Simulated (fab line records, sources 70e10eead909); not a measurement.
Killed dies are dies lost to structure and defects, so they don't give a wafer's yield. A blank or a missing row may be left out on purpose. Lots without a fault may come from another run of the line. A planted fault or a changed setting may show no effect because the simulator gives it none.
Chamber matching | flow nand_harc | NHARC_P_GATE_STRIP_101 on rie_diel-02: 4 sister chambers
The step strips in O2, time 20 s. 14 wafers are shown with their chamber, then 7 later ones without.

WAFERS WITH THEIR CHAMBER
wafer  | chamber | drypump_motor_current_A (A) | rf_vpp_V (V) | oes_product_au (a.u.)
L078.2 | 0       | 5.7                         | 57.5         | 1.006
L078.4 | 2       | 5.7                         | 59.0         | 0.996
L078.6 | 3       | 5.9                         | 58.2         | 1.012
L080.1 | 2       | 5.7                         | 59.1         | 1.002
L080.3 | 1       | 5.4                         | 57.2         | 1.017
L080.6 | 0       | 5.7                         | 56.8         | 0.988
L087.1 | 1       | 5.3                         | 58.4         | 1.000
L087.3 | 0       | 5.7                         | 59.0         | 0.983
L087.6 | 3       | 5.9                         | 56.7         | 0.996
L091.3 | 0       | 5.7                         | 57.6         | 0.983
L091.5 | 3       | 5.9                         | 56.9         | 0.998
L091.6 | 2       | 5.7                         | 58.6         | 0.992
L094.2 | 1       | 5.4                         | 57.2         | 0.991
L094.4 | 3       | 5.9                         | 56.4         | 1.012

SIGNATURES (means of the wafers above)
reading                 | chamber 0 | chamber 1 | chamber 2 | chamber 3 | scatter within a chamber
drypump_motor_current_A | 5.700     | 5.367     | 5.700     | 5.900     | 0.0258
rf_vpp_V                | 57.725    | 57.600    | 58.900    | 57.050    | 0.744
oes_product_au          | 0.99000   | 1.00267   | 0.99667   | 1.00450   | 0.00992
Rule: a wafer's distance from a chamber is the root of the sum, over the readings, of the square of ((its reading less the chamber's mean) divided by the reading's scatter). The wafer belongs to the nearest chamber; if the next one is less than 2 further off, it can't be placed. The scatter: the root of (the sum of the squares of (reading less its chamber's mean) over the shown wafers, divided by (wafers less chambers)).

WAFERS WITHOUT THEIR CHAMBER
wafer  | drypump_motor_current_A (A) | rf_vpp_V (V) | oes_product_au (a.u.)
L094.6 | 5.7                         | 57.4         | 0.986
L096.1 | 5.6                         | 58.3         | 0.997
L096.2 | 5.7                         | 59.2         | 0.995
L096.3 | 5.9                         | 55.8         | 1.004
L097.2 | 5.7                         | 58.1         | 0.990
L097.4 | 5.9                         | 57.3         | 1.013
L097.6 | 5.6                         | 57.0         | 0.989

WHICH CHAMBER EACH WENT THROUGH
wafer  | from the rows above     | in truth
L094.6 | can't be placed: 0 or 2 | 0
L096.1 | can't be placed: 2 or 0 | 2
L096.2 | can't be placed: 2 or 0 | 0
L096.3 | 3                       | 3
L097.2 | can't be placed: 0 or 2 | 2
L097.4 | 3                       | 3
L097.6 | can't be placed: 0 or 2 | 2
Placed correctly: 2 of 7. Can't be placed from these rows: 5 (the true chamber is among the candidates in 5). Placed wrongly: 0.
